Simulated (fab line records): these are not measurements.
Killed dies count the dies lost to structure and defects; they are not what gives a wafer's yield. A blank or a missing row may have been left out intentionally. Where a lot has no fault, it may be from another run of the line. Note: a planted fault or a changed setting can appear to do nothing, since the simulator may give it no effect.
Which tool did it? :: flow n5Finfet :: 10 lots with 30 wafers sampled at 2 steps, on a route of 1938 steps

== WHAT EACH GAUGE READ, for each wafer ==
N5_PASSIVATION_OVL_MEAS_60. Usual: for TV_OVL the level is 1 nm and the standard deviation is 5.7.
lot: L908
measured: day 12 20:28
on: overlay-02
TV_OVL (nm): -4 -3 -2
flag: 

lot: L909
measured: day 12 23:34
on: overlay-02
TV_OVL (nm): 12 5 1
flag: 

lot: L911
measured: day 15 06:41
on: overlay-02
TV_OVL (nm): 2 1 2
flag: 

lot: L915
measured: day 16 14:23
on: overlay-01
TV_OVL (nm): 1 -5 -10
flag: 

lot: L919
measured: day 17 15:50
on: overlay-02
TV_OVL (nm): 810 793 801
flag: OFF

lot: L920
measured: day 17 23:12
on: overlay-01
TV_OVL (nm): 7 8 7
flag: 

lot: L923
measured: day 18 02:27
on: overlay-02
TV_OVL (nm): 7 5 11
flag: 

lot: L910
measured: day 18 02:44
on: overlay-01
TV_OVL (nm): 817 811 818
flag: OFF

lot: L925
measured: day 19 04:36
on: overlay-02
TV_OVL (nm): -2 6 0
flag: 

lot: L926
measured: day 19 22:28
on: overlay-01
TV_OVL (nm): -5 -12 -5
flag: 

== WHICH TOOL RAN EACH LOT (tool, then ch and the chambers of the sampled wafers, then the start) ==
lot: L908
N5_PASSIVATION_EXPOSE_07: krfScanner-02 ch 0, day 12 20:15

lot: L909
N5_PASSIVATION_EXPOSE_07: krfScanner-01 ch 0, day 12 23:22

lot: L911
N5_PASSIVATION_EXPOSE_07: krfScanner-01 ch 0, day 15 06:30

lot: L915
N5_PASSIVATION_EXPOSE_07: krfScanner-02 ch 0, day 16 14:10

lot: L919
N5_PASSIVATION_EXPOSE_07: krfScanner-01 ch 0, day 17 15:37

lot: L920
N5_PASSIVATION_EXPOSE_07: krfScanner-02 ch 0, day 17 23:00

lot: L923
N5_PASSIVATION_EXPOSE_07: krfScanner-02 ch 0, day 18 02:14

lot: L910
N5_PASSIVATION_EXPOSE_07: krfScanner-01 ch 0, day 18 02:32

lot: L925
N5_PASSIVATION_EXPOSE_07: krfScanner-02 ch 0, day 19 04:23

lot: L926
N5_PASSIVATION_EXPOSE_07: krfScanner-02 ch 0, day 19 22:15
- N5_PASSIVATION_EXPOSE_07: exposes mask TV, defocus 0 nm, target cd 3000 nm.

== AS READ BY THE TOOLS THEMSELVES (means over the sampled wafers that have a number; for cases with no such wafer, the mark the record gives instead) ==
N5_PASSIVATION_EXPOSE_07. Usual: 0.0 nm for focusOffsetNm, sd 0.55.
lot: L908
tool: krfScanner-02
focusOffsetNm (nm): -0.4
flag: 

lot: L909
tool: krfScanner-01
focusOffsetNm (nm): -0.8
flag: 

lot: L911
tool: krfScanner-01
focusOffsetNm (nm): 0.4
flag: 

lot: L915
tool: krfScanner-02
focusOffsetNm (nm): 0.4
flag: 

lot: L919
tool: krfScanner-01
focusOffsetNm (nm): -0.5
flag: 

lot: L920
tool: krfScanner-02
focusOffsetNm (nm): -0.4
flag: 

lot: L923
tool: krfScanner-02
focusOffsetNm (nm): 0.0
flag: 

lot: L910
tool: krfScanner-01
focusOffsetNm (nm): 0.3
flag: 

lot: L925
tool: krfScanner-02
focusOffsetNm (nm): -0.1
flag: 

lot: L926
tool: krfScanner-02
focusOffsetNm (nm): -0.3
flag: 

== THE ANSWER, worked out from the rows above alone ==
Rule: a lot counts as off when the mean over its wafers that have a number is more than 3 standard deviations away from the usual mean. Also off: a lot with no number at a reading for which 4 or more lots have one. All remaining lots with rows at the step are treated as sound. First the gauges in route order, then the tools' own readings, where a lot's mean is used as printed above. The first step at which some lot is off is used, and at that step the reading that is off furthest; a lot without a number counts as furthest.
Off: L919, L910, at N5_PASSIVATION_OVL_MEAS_60 (TV_OVL).
A tool fits if, at a process step before that reading, it ran every lot that is off, and no sound lot after the first of them. Those tools and the gauges at N5_PASSIVATION_OVL_MEAS_60 are tried in the same way. One fits: N5_PASSIVATION_EXPOSE_07 on krfScanner-01. A fault onset in the window from L911 (day 15 06:30, its last sound lot) to L919 (day 17 15:37, its first lot off) fits.

== WHAT WAS PUT IN BY THE SIMULATOR ==
Scanner matching overlay: krfScanner-01, from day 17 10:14 on, at N5_PASSIVATION_EXPOSE_07. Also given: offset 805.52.
Struck lots among those shown: L919, L910. Same finding as the rule above.
